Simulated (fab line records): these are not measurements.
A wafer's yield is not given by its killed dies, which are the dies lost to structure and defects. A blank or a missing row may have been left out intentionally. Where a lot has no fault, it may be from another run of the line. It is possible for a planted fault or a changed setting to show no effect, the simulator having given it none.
Chamber matching ; flow n5 finfet ; 4 sister chambers for N5_BEOL_M0_SAQP_DESCUM_45 on rie diel-04
The step chemistry O2, time 7 s. 14 wafers are shown with their chamber, then 7 later ones without.

== EACH WAFER AND ITS CHAMBER ==
wafer;chamber;drypump motor current A (A);showerhead plenum p Torr (Torr);oes product au (a.u.)
L074.2;2;6.2;2.10;0.76
L074.3;0;5.2;1.99;0.74
L074.5;3;5.3;2.08;0.69
L079.1;1;5.2;2.14;0.91
L079.2;0;5.2;1.98;0.73
L079.5;3;5.2;2.08;0.69
L080.2;1;5.2;2.14;0.91
L080.3;2;6.2;2.09;0.75
L080.4;0;5.2;1.98;0.73
L081.2;1;5.2;2.14;0.90
L081.4;1;5.2;2.14;0.90
L081.5;2;6.2;2.09;0.75
L083.1;3;5.3;2.08;0.69
L083.2;2;6.2;2.09;0.75

SIGNATURES (means of the wafers above)
reading;chamber 0;chamber 1;chamber 2;chamber 3;scatter within a chamber
drypump motor current A;5.200;5.200;6.200;5.267;0.0258
showerhead plenum p Torr;1.9833;2.1400;2.0925;2.0800;0.00376
oes product au;0.7333;0.9050;0.7525;0.6900;0.00492
Rule: a wafer lies at a distance from a chamber equal to the root of the sum of squares, over the readings, of (its reading less the chamber's mean, divided by the reading's scatter). If the next closest chamber is less than 2 further off than the closest, the wafer can't be placed; otherwise it belongs to the closest. The scatter: the root of (the sum of the squares of (reading less its chamber's mean) over the shown wafers, divided by (wafers less chambers)).

== WAFERS WITHOUT THEIR CHAMBER ==
wafer;drypump motor current A (A);showerhead plenum p Torr (Torr);oes product au (a.u.)
L083.3;5.2;2.14;0.90
L086.2;5.2;1.98;0.72
L086.4;6.2;2.09;0.74
L086.6;5.2;1.98;0.72
L093.4;5.3;2.07;0.99
L093.5;5.3;2.07;0.99
L093.6;6.2;2.08;0.74

== WHICH CHAMBER EACH ONE RAN IN ==
wafer;from the rows above;in truth
L083.3;1;1
L086.2;0;0
L086.4;2;2
L086.6;0;0
L093.4;1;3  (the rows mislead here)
L093.5;1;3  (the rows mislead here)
L093.6;2;2
5 of 7 placed correctly. Can't be placed from these rows: 0. Placed wrongly: 2.
